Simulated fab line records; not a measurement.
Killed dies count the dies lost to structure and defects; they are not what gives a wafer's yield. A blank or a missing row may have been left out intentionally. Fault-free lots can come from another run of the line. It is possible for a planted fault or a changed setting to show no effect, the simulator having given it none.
Which tool is to blame? | flow nand harc | 15 lots with 43 wafers sampled at 2 steps, on a route of 1159 steps

== WHAT THE GAUGES SHOWED, per wafer ==
NHARC_A_SLIT_CD_MEAS_09 targets a cd of 300 nm.
lot  | measured     | on        | cd nm (nm)
L797 | day 14 00:21 | cd sem-01 | 299.9 300.0 300.3
L800 | day 14 21:55 | cd sem-02 | 300.3 299.9 300.2
L799 | day 14 22:13 | cd sem-02 | 299.4 300.9 300.0
L801 | day 15 07:32 | cd sem-02 | 300.1 300.0 300.3
L804 | day 15 21:43 | cd sem-03 | 300.2 300.4 301.2
L805 | day 16 03:05 | cd sem-02 | 300.4 300.6 300.5
L808 | day 16 16:08 | cd sem-01 | 300.1 300.7 300.2
L806 | day 16 17:37 | cd sem-03 | 300.1 299.9 300.1
L807 | day 16 23:54 | cd sem-02 | 299.8 300.4 299.8
L809 | day 17 09:28 | cd sem-02 | 300.2 299.3 300.3
L810 | day 17 09:37 | cd sem-02 | 300.4 299.1 300.3
L811 | day 17 20:06 | cd sem-02 | 300.5 299.8 300.4
L815 | day 19 00:01 | cd sem-02 | 300.4 300.1
L817 | day 19 05:44 | cd sem-03 | 300.7 300.5 299.4
L818 | day 19 06:44 | cd sem-03 | 301.3 300.5

NHARC_A_SLIT_OVL_MEAS_10.
lot  | measured     | on         | overlay x nm (nm) | overlay y nm (nm)
L797 | day 14 00:26 | overlay-02 | -0.3 -1.0 -0.7    | 0.6 0.8 0.6
L800 | day 14 22:00 | overlay-02 | -0.9 -0.8 -1.3    | 0.6 0.4 0.7
L799 | day 14 22:18 | overlay-01 | -0.3 0.1 -0.3     | -0.4 0.2 0.1
L801 | day 15 07:37 | overlay-01 | -0.2 0.3 0.1      | -2.1 -2.3 -2.1
L804 | day 15 21:48 | overlay-01 | 0.1 -0.2 0.0      | 0.8 0.6 0.6
L805 | day 16 03:10 | overlay-01 | 0.9 1.3 0.9       | -1.1 -1.3 -1.0
L808 | day 16 16:13 | overlay-02 | 1.0 1.2 0.9       | 0.5 0.4 0.4
L806 | day 16 17:43 | overlay-01 | -1.0 -0.6 -0.8    | 0.4 0.4 0.3
L807 | day 16 23:59 | overlay-01 | -1.0 -1.6 -1.7    | -0.4 -0.7 -0.7
L809 | day 17 09:32 | overlay-02 | -1.0 -0.6 -0.1    | 0.1 -0.1 0.3
L810 | day 17 09:42 | overlay-02 | -0.5 -0.5 -0.7    | -0.2 0.0 -0.2
L811 | day 17 20:11 | overlay-02 | -0.1 0.3 0.2      | 0.2 0.6 0.3
L815 | day 19 00:06 | overlay-01 | -0.1 -0.1         | -0.8 -0.6
L817 | day 19 05:50 | overlay-02 | -0.5 -0.2 -0.8    | 1.1 0.6 0.9
L818 | day 19 06:50 | overlay-02 | 0.2 -0.2          | 0.4 0.3

== TOOL THAT RAN EACH LOT (tool first, then ch and the chambers of the sampled wafers, then the start) ==
There is no process step in the record ahead of these readings.

== WHAT THE TOOLS THEMSELVES READ (means of the sampled wafers that have a number; where no wafer has one, the mark that the record gives instead) ==
The record holds no such reading with a usual standard deviation.

== THE ANSWER, worked out from the rows above alone ==
Rule: what is usual is taken from the lots themselves. The widest of any qualifying gaps counts: lots, ordered by their means at a reading, are off when they make up no more than a third of the lots, leave a main group of 4 or more, and stand apart from it by 3 or more times the standard deviation of that group's means. The tables above print the reading to a certain number of digits; a main group whose means all agree to those digits is not used. A lot without any number at a reading at which 4 lots or more have one is off too. Where the step has rows for the other lots, those lots are counted as sound. Order of review: gauges by route order, followed by the tools' own readings, for which a lot's mean as printed above is used. The first step at which some lot is off is used, and at that step the reading that is off furthest; a lot without a number counts as furthest.
Nothing can be told from this: no lot is off at any reading shown.

== WHAT THE SIMULATOR PUT IN ==
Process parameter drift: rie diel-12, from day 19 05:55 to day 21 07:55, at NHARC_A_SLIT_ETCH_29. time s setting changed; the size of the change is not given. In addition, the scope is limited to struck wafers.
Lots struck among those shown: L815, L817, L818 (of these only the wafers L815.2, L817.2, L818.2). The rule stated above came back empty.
